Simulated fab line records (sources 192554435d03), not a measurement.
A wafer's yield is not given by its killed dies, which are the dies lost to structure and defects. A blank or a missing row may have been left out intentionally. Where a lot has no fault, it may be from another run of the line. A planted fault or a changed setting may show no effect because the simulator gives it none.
Chamber matching ; flow n5_finfet ; N5_BEOL_M10_VIA_ETCH_34 on rie_diel-01: 4 sister chambers
The step etches SiCOH lowk in C4F6/O2, target depth 184.5 nm, time 69.2 s. 4 wafers are shown with their chamber, then 10 later ones without.

## WAFERS WITH THEIR CHAMBER
wafer;chamber;drypump_motor_current_A (A)
L088.6;1;4.7
L090.5;3;4.9
L093.3;0;4.9
L093.5;2;6.3

## WAFERS WHOSE CHAMBER IS MISSING
wafer;drypump_motor_current_A (A)
L093.6;4.8
L095.3;4.8
L095.4;4.9
L095.5;6.3
L097.1;4.9
L097.2;4.7
L097.6;4.8
L096.3;6.3
L096.5;4.9
L096.6;4.9

## THE CHAMBER EACH PASSED THROUGH
wafer;from the rows above;in truth
L093.6;can't be placed: 1 or 0 or 3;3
L095.3;can't be placed: 1 or 0 or 3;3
L095.4;can't be placed: 0 or 3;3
L095.5;2;2
L097.1;can't be placed: 0 or 3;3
L097.2;1;1
L097.6;can't be placed: 1 or 0 or 3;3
L096.3;2;2
L096.5;can't be placed: 0 or 3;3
L096.6;can't be placed: 0 or 3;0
3 of 10 placed correctly. These rows do not allow placing 7 (true chamber among the candidates in 7). Number placed wrongly: 0.
How it was worked out, from the rows above alone: a wafer's distance from a chamber is the root of the sum, over the readings, of the square of ((its reading less the chamber's mean) divided by the reading's scatter). If the next closest chamber is less than 2 further off than the closest, the wafer can't be placed; otherwise it belongs to the closest. Each chamber's mean is taken over the wafers shown for it. The scatter (one wafer shown for each chamber): square how far every hidden wafer sits from the nearest shown wafer, average those squares and take the square root.
